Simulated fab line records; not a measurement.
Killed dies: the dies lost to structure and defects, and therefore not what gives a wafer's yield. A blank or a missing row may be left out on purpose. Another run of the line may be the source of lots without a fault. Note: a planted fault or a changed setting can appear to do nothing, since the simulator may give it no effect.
Which tool is to blame? + flow n5_finfet + 69 wafers from 23 lots sampled at 3 of the route's 1938 steps

== WHAT THE GAUGES SHOWED, per wafer ==
N5_BEOL_M0_SAQP_CD_MEAS_40 targets a cd of 30 nm.
| lot  | measured     | on        | cd_nm (nm)        |
|------|--------------|-----------|-------------------|
| L074 | day 5 20:53  | cd_sem-03 | 30.08 30.15 30.06 |
| L075 | day 6 02:31  | cd_sem-03 | 30.31 30.21 30.32 |
| L076 | day 6 04:32  | cd_sem-01 | 30.00 30.08 29.78 |
| L077 | day 6 13:15  | cd_sem-02 | 30.13 29.81 30.40 |
| L078 | day 6 18:19  | cd_sem-01 | 29.92 29.84 30.13 |
| L079 | day 7 00:21  | cd_sem-03 | 29.64 29.79 29.62 |
| L080 | day 7 05:03  | cd_sem-01 | 30.44 30.27 29.94 |
| L082 | day 7 11:15  | cd_sem-03 | 29.75 30.32 30.48 |
| L081 | day 7 17:27  | cd_sem-01 | 30.36 29.62 30.43 |
| L083 | day 7 20:55  | cd_sem-03 | 30.07 29.67 29.35 |
| L084 | day 8 03:13  | cd_sem-03 | 29.84 29.93 30.05 |
| L085 | day 10 23:51 | cd_sem-03 | 29.97 30.28 30.29 |
| L088 | day 10 23:54 | cd_sem-03 | 29.87 29.93 29.98 |
| L095 | day 11 00:19 | cd_sem-02 | 29.98 30.46 30.02 |
| L094 | day 11 01:17 | cd_sem-03 | 30.29 30.14 30.30 |
| L089 | day 11 03:20 | cd_sem-03 | 29.88 30.09 30.09 |
| L090 | day 11 03:32 | cd_sem-03 | 29.87 29.96 30.58 |
| L091 | day 11 03:47 | cd_sem-01 | 29.87 30.17 30.33 |
| L087 | day 11 04:04 | cd_sem-02 | 30.29 30.20 30.08 |
| L093 | day 11 04:22 | cd_sem-02 | 29.18 29.88 29.49 |
| L086 | day 11 04:32 | cd_sem-03 | 29.95 30.06 30.17 |
| L096 | day 11 04:40 | cd_sem-01 | 29.90 29.71 30.24 |
| L097 | day 11 19:38 | cd_sem-02 | 30.00 30.31 29.66 |

== WHAT TOOL EACH LOT RAN ON (gives the tool, then ch and the chambers of the sampled wafers, and finally the start) ==
| lot  | N5_BEOL_M0_SAQP_ETCH_84            | N5_BEOL_M0_SAQP_RECESS_109         |
|------|------------------------------------|------------------------------------|
| L074 | rie_diel-01 ch 0,3, day 5 16:40    | vapor_etch-02 ch 0,1, day 5 19:26  |
| L075 | rie_diel-06 ch 0,1, day 5 21:38    | vapor_etch-01 ch 0, day 6 00:57    |
| L076 | rie_diel-06 ch 0,1,3, day 6 00:58  | vapor_etch-01 ch 0,1, day 6 03:22  |
| L077 | rie_diel-01 ch 2,3, day 6 09:33    | vapor_etch-01 ch 0,1, day 6 12:01  |
| L078 | rie_diel-01 ch 0,1, day 6 13:44    | vapor_etch-02 ch 0,1, day 6 16:58  |
| L079 | rie_diel-05 ch 2,3, day 6 19:49    | vapor_etch-02 ch 0,1, day 6 22:59  |
| L080 | rie_diel-06 ch 0,3, day 7 00:59    | vapor_etch-01 ch 0,1, day 7 03:43  |
| L082 | rie_diel-06 ch 0,1,3, day 7 07:40  | vapor_etch-01 ch 0,1, day 7 10:03  |
| L081 | rie_diel-06 ch 0,2,3, day 7 13:31  | vapor_etch-02 ch 0,1, day 7 15:59  |
| L083 | rie_diel-01 ch 1,2,3, day 7 17:07  | vapor_etch-02 ch 0,1, day 7 19:35  |
| L084 | rie_diel-01 ch 1,2,3, day 7 23:21  | vapor_etch-01 ch 0,1, day 8 01:55  |
| L085 | rie_diel-05 ch 0,1, day 10 18:56   | vapor_etch-02 ch 0,1, day 10 22:27 |
| L088 | rie_diel-01 ch 0,1,2, day 10 18:59 | vapor_etch-02 ch 0, day 10 22:34   |
| L095 | rie_diel-06 ch 0,3, day 10 19:18   | vapor_etch-02 ch 0,1, day 10 23:03 |
| L094 | rie_diel-01 ch 0,1, day 10 19:29   | vapor_etch-02 ch 0,1, day 10 23:56 |
| L089 | rie_diel-05 ch 0,1, day 10 19:29   | vapor_etch-02 ch 0,1, day 11 00:03 |
| L090 | rie_diel-06 ch 0,1,2, day 10 19:33 | vapor_etch-02 ch 0, day 11 00:29   |
| L091 | rie_diel-01 ch 0,1,3, day 10 19:46 | vapor_etch-01 ch 0,1, day 11 00:46 |
| L087 | rie_diel-01 ch 0,1,2, day 10 20:19 | vapor_etch-02 ch 0,1, day 11 01:05 |
| L093 | rie_diel-05 ch 1,3, day 10 20:27   | vapor_etch-02 ch 1, day 11 01:13   |
| L086 | rie_diel-06 ch 1,2,3, day 10 20:58 | vapor_etch-01 ch 0,1, day 11 01:18 |
| L096 | rie_diel-06 ch 1,2, day 10 21:34   | vapor_etch-02 ch 0, day 11 01:38   |
| L097 | rie_diel-01 ch 0,2, day 11 15:20   | vapor_etch-02 ch 0,1, day 11 18:19 |
- N5_BEOL_M0_SAQP_ETCH_84: etches SOC in N2/H2, target depth 100 nm, overetch 20 nm, time 150 s.
- N5_BEOL_M0_SAQP_RECESS_109: chemistry HF/NH3, target SiO2, target depth 3 nm, afs cycles 1, sublimation time 60 s.

== WHAT THE TOOLS THEMSELVES READ (means of the sampled wafers that have a number; where no wafer has one, the mark that the record gives instead) ==
N5_BEOL_M0_SAQP_ETCH_84.
| lot  | tool        | drypump_motor_current_A (A) | n2_flow_sccm (sccm) | oes_product_au (a.u.) | rf_fwd_power_W (W) | rf_vpp_V (V) | showerhead_plenum_p_Torr (Torr) | throttle_valve_pct (%) |
|------|-------------|-----------------------------|---------------------|-----------------------|--------------------|--------------|---------------------------------|------------------------|
| L074 | rie_diel-01 | 4.9                         | 200.5               | 0.68                  | 835.2              | 527.0        | 2.61                            | 18.06                  |
| L075 | rie_diel-06 | 5.7                         | 199.9               | 0.69                  | 833.1              | 524.2        | 2.58                            | 17.73                  |
| L076 | rie_diel-06 | 5.8                         | 199.8               | 0.70                  | 836.8              | 525.6        | 2.58                            | 17.76                  |
| L077 | rie_diel-01 | 5.3                         | 199.2               | 0.68                  | 837.4              | 523.6        | 2.53                            | 17.97                  |
| L078 | rie_diel-01 | 5.1                         | 200.2               | 0.65                  | 834.3              | 525.6        | 2.63                            | 17.86                  |
| L079 | rie_diel-05 | 5.2                         | 199.8               | 0.71                  | 834.9              | 527.4        | 2.66                            | 17.85                  |
| L080 | rie_diel-06 | 5.7                         | 199.9               | 0.69                  | 837.1              | 525.5        | 2.58                            | 17.81                  |
| L082 | rie_diel-06 | 5.8                         | 199.8               | 0.68                  | 834.0              | 524.6        | 2.58                            | 17.78                  |
| L081 | rie_diel-06 | 6.1                         | 199.9               | 0.75                  | 832.9              | 524.6        | 2.57                            | 17.66                  |
| L083 | rie_diel-01 | 5.2                         | 200.2               | 0.65                  | 837.0              | 524.7        | 2.55                            | 17.94                  |
| L084 | rie_diel-01 | 5.2                         | 200.5               | 0.65                  | 835.7              | 524.8        | 2.55                            | 17.95                  |
| L085 | rie_diel-05 | 6.7                         | 200.8               | 0.64                  | 834.3              | 520.0        | 2.41                            | 18.07                  |
| L088 | rie_diel-01 | 5.3                         | 199.3               | 0.65                  | 836.3              | 525.2        | 2.59                            | 17.97                  |
| L095 | rie_diel-06 | 6.1                         | 200.2               | 0.70                  | 836.1              | 526.4        | 2.63                            | 17.69                  |
| L094 | rie_diel-01 | 5.1                         | 200.1               | 0.63                  | 837.5              | 525.9        | 2.61                            | 17.92                  |
| L089 | rie_diel-05 | 6.7                         | 200.5               | 0.64                  | 834.7              | 520.5        | 2.41                            | 18.07                  |
| L090 | rie_diel-06 | 6.1                         | 200.0               | 0.72                  | 835.7              | 524.4        | 2.56                            | 17.65                  |
| L091 | rie_diel-01 | 5.0                         | 200.5               | 0.63                  | 835.4              | 525.1        | 2.58                            | 18.04                  |
| L087 | rie_diel-01 | 5.3                         | 200.1               | 0.65                  | 836.6              | 524.9        | 2.59                            | 17.97                  |
| L093 | rie_diel-05 | 6.1                         | 200.1               | 0.70                  | 836.1              | 523.0        | 2.52                            | 17.94                  |
| L086 | rie_diel-06 | 5.8                         | 200.1               | 0.69                  | 836.7              | 522.9        | 2.51                            | 17.79                  |
| L096 | rie_diel-06 | 6.1                         | 199.3               | 0.74                  | 834.9              | 522.4        | 2.50                            | 17.63                  |
| L097 | rie_diel-01 | 5.2                         | 199.9               | 0.67                  | 835.5              | 525.0        | 2.59                            | 18.08                  |

N5_BEOL_M0_SAQP_RECESS_109.
| lot  | tool          | drypump_motor_current_A (A) |
|------|---------------|-----------------------------|
| L074 | vapor_etch-02 | 5.6                         |
| L075 | vapor_etch-01 | 6.1                         |
| L076 | vapor_etch-01 | 6.1                         |
| L077 | vapor_etch-01 | 6.1                         |
| L078 | vapor_etch-02 | 5.6                         |
| L079 | vapor_etch-02 | 6.1                         |
| L080 | vapor_etch-01 | 6.1                         |
| L082 | vapor_etch-01 | 6.1                         |
| L081 | vapor_etch-02 | 5.6                         |
| L083 | vapor_etch-02 | 5.6                         |
| L084 | vapor_etch-01 | 6.1                         |
| L085 | vapor_etch-02 | 5.6                         |
| L088 | vapor_etch-02 | 5.1                         |
| L095 | vapor_etch-02 | 6.1                         |
| L094 | vapor_etch-02 | 5.6                         |
| L089 | vapor_etch-02 | 5.6                         |
| L090 | vapor_etch-02 | 5.1                         |
| L091 | vapor_etch-01 | 6.1                         |
| L087 | vapor_etch-02 | 6.1                         |
| L093 | vapor_etch-02 | 6.6                         |
| L086 | vapor_etch-01 | 6.1                         |
| L096 | vapor_etch-02 | 5.1                         |
| L097 | vapor_etch-02 | 5.6                         |

== THE ANSWER, worked out from the rows above alone ==
Rule: the usual values come from the lots themselves. The widest of any qualifying gaps counts: lots, ordered by their means at a reading, are off when they make up no more than a third of the lots, leave a main group of 4 or more, and stand apart from it by 3 or more times the standard deviation of that group's means. A main group is skipped when, at the precision printed for the reading in the tables above, its means are all equal. Also off: a lot with no number at a reading for which 4 or more lots have one. Any other lot the step has rows for is counted as sound. After the gauges, taken in route order, come the tools' own readings; for these a lot's mean is taken, as printed above. At the first step where some lot is off, the reading lying furthest off is the one used; lots without a number count as furthest.
No lot is off on any of the readings shown, so nothing can be concluded from this.

== WHAT HAD BEEN PUT IN BY THE SIMULATOR ==
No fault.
